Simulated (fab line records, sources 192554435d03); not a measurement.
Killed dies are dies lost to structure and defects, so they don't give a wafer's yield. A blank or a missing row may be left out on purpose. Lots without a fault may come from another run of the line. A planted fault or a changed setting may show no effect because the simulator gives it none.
Split-lot experiment | flow n5_finfet | 7 lots, 21 wafers read, on a route of 1938 steps

THE SPLIT
At N5_BEOL_M14_DEP_53 (deposits SiCN from 3MS/NH3, target thk 50 nm, time 17.8 s), the setting time_s was moved away from the recipe's 17.8 s on 10 of the 21 wafers read, by -14.6% to +13.1%. The other wafers ran this setting at the recipe's value.

The reading is taken at the split's own step.

THE READING
SiCN_of_BEOL_M14_DEP_53.thk_nm (the simulator's own value, which no gauge read), in nm, at N5_BEOL_M14_DEP_53 (deposits SiCN from 3MS/NH3, target thk 50 nm, time 17.8 s). The file gives no usual value for it. The 11 wafers here that ran the recipe average 50.3 nm, standard deviation 0.79 nm.

wafer  | tool, chamber at the split | time_s as run, s | against the recipe | SiCN_of_BEOL_M14_DEP_53.thk_nm, nm | against lot-mates on the recipe
L077.1 | pecvd-04, 0                | 16.51            | -7.2%              | 45.6                               | -5.6
L077.5 | pecvd-04, 2                | 17.8             | recipe             | 51.2                               | -
L077.6 | pecvd-04, 0                | 16.51            | -7.2%              | 46.6                               | -4.6
L080.1 | pecvd-02, 0                | 15.21            | -14.6%             | 42.8                               | -7.0
L080.3 | pecvd-02, 1                | 15.21            | -14.6%             | 44                                 | -5.8
L080.6 | pecvd-02, 0                | 17.8             | recipe             | 49.8                               | -
L081.1 | pecvd-02, 0                | 20.13            | +13.1%             | 56                                 | +4.8
L081.2 | pecvd-02, 2                | 20.13            | +13.1%             | 56.6                               | +5.4
L081.5 | pecvd-02, 2                | 17.8             | recipe             | 51.2                               | -
L082.2 | pecvd-02, 1                | 16.94            | -4.8%              | 47.8                               | -3.8
L082.3 | pecvd-02, 2                | 16.94            | -4.8%              | 48.4                               | -3.2
L082.4 | pecvd-02, 2                | 17.8             | recipe             | 51.6                               | -
L086.2 | pecvd-01, 2                | 17.8             | recipe             | 49.2                               | -
L086.5 | pecvd-01, 1                | 17.8             | recipe             | 51                                 | -
L086.6 | pecvd-01, 2                | 19.5             | +9.6%              | 54.6                               | +4.5
L091.3 | pecvd-01, 1                | 17.8             | recipe             | 49.4                               | -
L091.4 | pecvd-01, 1,0              | 17.8             | recipe             | 50.2                               | -
L091.6 | pecvd-01, 1,0              | 17.8             | recipe             | 50.2                               | -
L093.2 | pecvd-02, 0                | 19.28            | +8.3%              | 53.2                               | +3.5
L093.3 | pecvd-02, 1                | 17.8             | recipe             | 49.6                               | -
L093.5 | pecvd-02, 0                | 17.8             | recipe             | 49.8                               | -
Where a row lists several chambers, the file gives one row for several wafers and doesn't say which wafer went through which chamber.

THE FIT
A straight line over all 21 wafers: SiCN_of_BEOL_M14_DEP_53.thk_nm changes by +0.467 nm for each +1% of time_s; r = +0.98; the points scatter about the line by 0.74 nm.
The same after taking each lot's own level away (the mean of its wafers on the recipe; 21 wafers): +0.46 nm for each +1%; r = +0.97; scatter 0.81 nm.
On that fit, the largest move of time_s shifts the reading by 6.7 nm.
The lots' own levels span 49.70 to 51.60 nm, that is 2.4 times the standard deviation above.
So the lot-to-lot level changes the slope little: the two slopes agree.
Check: with one of the wafers moved furthest among these (-14.6%) left out of the fit, the line predicts -7.07 nm for it against its lot-mates. It came out at -7 nm against them.

OTHER SPLITS ON THESE WAFERS
These wafers also went through other splits before the reading. Each is held against what the fit with the lots' levels taken away leaves over:
other split on the same wafers | wafers away from the commonest value | r with SiCN_of_BEOL_M14_DEP_53.thk_nm (lot level and that fit taken away)
N5_BEOL_M14_COAT_66 spin_rpm   | 9                                    | -0.12
N5_BEOL_M14_SPUTTER_44 time_s  | 9                                    | +0.19

THE FILE'S OWN FIT
SiCN_of_BEOL_M14_DEP_53.thk_nm changes by +0.462 nm for each +1% of time_s, r = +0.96.
